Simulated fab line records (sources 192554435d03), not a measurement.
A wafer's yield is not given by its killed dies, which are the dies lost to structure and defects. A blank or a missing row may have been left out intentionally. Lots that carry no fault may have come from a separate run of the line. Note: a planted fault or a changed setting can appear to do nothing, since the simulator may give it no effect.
Lot-split experiment :: flow n5-finfet :: on a route of 1938 steps: 7 lots, 21 wafers read

== THE SPLIT ==
At N5_BEOL_M1_TRENCH_ETCH_37 (etches SiOC in C4F6/O2, target depth 55.207 nm, time 29 s), the setting bias-w was moved away from the recipe's 185 W on 5 of the 21 wafers read, by -14.6% to +14.5%. For the rest of the wafers, this setting stayed at what the recipe calls for.

The reading is taken at the split's own step.

== THE READING ==
rf-vpp-V, in V, at N5_BEOL_M1_TRENCH_ETCH_37 (etches SiOC in C4F6/O2, target depth 55.207 nm, time 29 s). Typical for fault-free wafers on this fab line: 673 V, with standard deviation 19 V.

wafer: L074.2
tool, chamber at the split: rie-diel-03, 0
bias-w as run, W: 185
against the recipe: recipe
rf-vpp-V, V: 697
against lot-mates on the recipe: -

wafer: L074.4
tool, chamber at the split: rie-diel-03, 2
bias-w as run, W: 185
against the recipe: recipe
rf-vpp-V, V: 691
against lot-mates on the recipe: -

wafer: L074.5
tool, chamber at the split: rie-diel-03, 3
bias-w as run, W: 158
against the recipe: -14.6%
rf-vpp-V, V: 573
against lot-mates on the recipe: -121

wafer: L079.1
tool, chamber at the split: rie-diel-03, 0
bias-w as run, W: 211.8
against the recipe: +14.5%
rf-vpp-V, V: 774
against lot-mates on the recipe: +102

wafer: L079.2
tool, chamber at the split: rie-diel-03, 1
bias-w as run, W: 185
against the recipe: recipe
rf-vpp-V, V: 672
against lot-mates on the recipe: -

wafer: L079.5
tool, chamber at the split: rie-diel-03, 1
bias-w as run, W: 211.8
against the recipe: +14.5%
rf-vpp-V, V: 748
against lot-mates on the recipe: +76

wafer: L084.4
tool, chamber at the split: rie-diel-04, 0
bias-w as run, W: 185
against the recipe: recipe
rf-vpp-V, V: 634
against lot-mates on the recipe: -

wafer: L084.5
tool, chamber at the split: rie-diel-04, 1
bias-w as run, W: 185
against the recipe: recipe
rf-vpp-V, V: 674
against lot-mates on the recipe: -

wafer: L084.6
tool, chamber at the split: rie-diel-04, 2
bias-w as run, W: 167.2
against the recipe: -9.6%
rf-vpp-V, V: 604
against lot-mates on the recipe: -50

wafer: L086.4
tool, chamber at the split: rie-diel-03, 3
bias-w as run, W: 185
against the recipe: recipe
rf-vpp-V, V: 650
against lot-mates on the recipe: -

wafer: L086.5
tool, chamber at the split: rie-diel-03, 3
bias-w as run, W: 185
against the recipe: recipe
rf-vpp-V, V: 651
against lot-mates on the recipe: -

wafer: L086.6
tool, chamber at the split: rie-diel-03, 0
bias-w as run, W: 185
against the recipe: recipe
rf-vpp-V, V: 695
against lot-mates on the recipe: -

wafer: L089.3
tool, chamber at the split: rie-diel-03, 0
bias-w as run, W: 185
against the recipe: recipe
rf-vpp-V, V: 695
against lot-mates on the recipe: -

wafer: L089.4
tool, chamber at the split: rie-diel-03, 1
bias-w as run, W: 185
against the recipe: recipe
rf-vpp-V, V: 672
against lot-mates on the recipe: -

wafer: L089.6
tool, chamber at the split: rie-diel-03, 3
bias-w as run, W: 185
against the recipe: recipe
rf-vpp-V, V: 649
against lot-mates on the recipe: -

wafer: L093.1
tool, chamber at the split: rie-diel-01, 2
bias-w as run, W: 185
against the recipe: recipe
rf-vpp-V, V: 664
against lot-mates on the recipe: -

wafer: L093.4
tool, chamber at the split: rie-diel-01, 0
bias-w as run, W: 185
against the recipe: recipe
rf-vpp-V, V: 699
against lot-mates on the recipe: -

wafer: L093.5
tool, chamber at the split: rie-diel-01, 1
bias-w as run, W: 185
against the recipe: recipe
rf-vpp-V, V: 676
against lot-mates on the recipe: -

wafer: L096.1
tool, chamber at the split: rie-diel-03, 3
bias-w as run, W: 185
against the recipe: recipe
rf-vpp-V, V: 651
against lot-mates on the recipe: -

wafer: L096.2
tool, chamber at the split: rie-diel-03, 2
bias-w as run, W: 203.6
against the recipe: +10.1%
rf-vpp-V, V: 745
against lot-mates on the recipe: +72

wafer: L096.6
tool, chamber at the split: rie-diel-03, 0
bias-w as run, W: 185
against the recipe: recipe
rf-vpp-V, V: 694
against lot-mates on the recipe: -

THE FIT
A straight line over all 21 wafers: rf-vpp-V changes by +6.55 V for each +1% of bias-w; r = +0.91; the points scatter about the line by 19 V.
The same after taking each lot's own level away (the mean of its wafers on the recipe; 21 wafers): +6.74 V for each +1%; r = +0.93; scatter 18 V.
Per that fit: largest bias-w move, reading shift of 98 V.
The lots' own levels span 654.0 to 694.0 V, that is 2.1 times the standard deviation above.
The two slopes are in agreement: the lot-to-lot level therefore moves the slope only a little.
Check: for one of the wafers moved furthest among these (-14.6%), held out of the fit, the line's prediction against its lot-mates is -88.4 V. It came out at -121 V against them.
Tool readings at the split's step, against how far the setting was moved: rf-vpp-V r = +0.91.

== OTHER SPLITS ON THESE WAFERS ==
These wafers also went through other splits before the reading. Each is held against what the fit with the lots' levels taken away leaves over:
other split on the same wafers: N5_BEOL_M0_SAQP_DEVELOP_13 develop-time-s
wafers away from the commonest value: 10
r with rf-vpp-V (lot level and that fit taken away): -0.31

== THE WHOLE CHAIN: every reading that the file lists as answering this split, in the file's order ==
step: N5_BEOL_M1_TRENCH_ETCH_37
what it does: etches SiOC in C4F6/O2, target depth 55.207 nm, time 29 s
reading: rf-vpp-V
change (the file's fit): +6.91 V for each +1% of the setting
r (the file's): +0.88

step: N5_BEOL_M1_TRENCH_ETCH_37
what it does: etches SiOC in C4F6/O2, target depth 55.207 nm, time 29 s
reading: BEOL_M1.feature-depth-nm (the simulator's own value, which no gauge read)
change (the file's fit): +0.247 nm for each +1% of the setting
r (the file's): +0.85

== THE FILE'S OWN FIT ==
rf-vpp-V changes by +6.91 V for each +1% of bias-w, r = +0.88.
